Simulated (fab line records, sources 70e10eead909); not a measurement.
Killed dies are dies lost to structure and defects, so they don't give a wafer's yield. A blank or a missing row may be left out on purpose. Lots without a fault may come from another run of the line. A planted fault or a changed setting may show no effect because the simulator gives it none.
Chamber matching | flow nand_harc | NHARC_P_M1_DEP_33 on pecvd-02: 3 sister chambers
The step deposits SiCN, target thk 30 nm. 14 wafers are shown with their chamber, then 7 later ones without.

WAFERS WITH THEIR CHAMBER
wafer  | chamber | heater_power_w (W)
L844.2 | 2       | 513
L844.3 | 1       | 559
L844.4 | 1       | 556
L845.1 | 0       | 496
L845.2 | 2       | 564
L845.4 | 1       | 661
L846.2 | 2       | 594
L846.4 | 2       | 604
L846.5 | 0       | 481
L852.3 | 1       | 610
L852.5 | 2       | 575
L852.6 | 1       | 638
L855.3 | 1       | 619
L855.4 | 2       | 569

SIGNATURES (means of the wafers above)
reading        | chamber 0 | chamber 1 | chamber 2 | scatter within a chamber
heater_power_w | 488.50    | 607.17    | 569.83    | 35.8
Rule: a wafer's distance from a chamber is the root of the sum, over the readings, of the square of ((its reading less the chamber's mean) divided by the reading's scatter). The wafer belongs to the nearest chamber; if the next one is less than 2 further off, it can't be placed. The scatter: the root of (the sum of the squares of (reading less its chamber's mean) over the shown wafers, divided by (wafers less chambers)).

WAFERS WITHOUT THEIR CHAMBER
wafer  | heater_power_w (W)
L855.5 | 638
L856.3 | 623
L856.4 | 619
L856.6 | 526
L857.1 | 528
L857.4 | 528
L857.6 | 648

WHICH CHAMBER EACH WENT THROUGH
wafer  | from the rows above          | in truth
L855.5 | can't be placed: 1 or 2      | 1
L856.3 | can't be placed: 1 or 2      | 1
L856.4 | can't be placed: 1 or 2      | 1
L856.6 | can't be placed: 0 or 2 or 1 | 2
L857.1 | can't be placed: 0 or 2 or 1 | 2
L857.4 | can't be placed: 0 or 2 or 1 | 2
L857.6 | can't be placed: 1 or 2      | 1
Placed correctly: 0 of 7. Can't be placed from these rows: 7 (the true chamber is among the candidates in 7). Placed wrongly: 0.
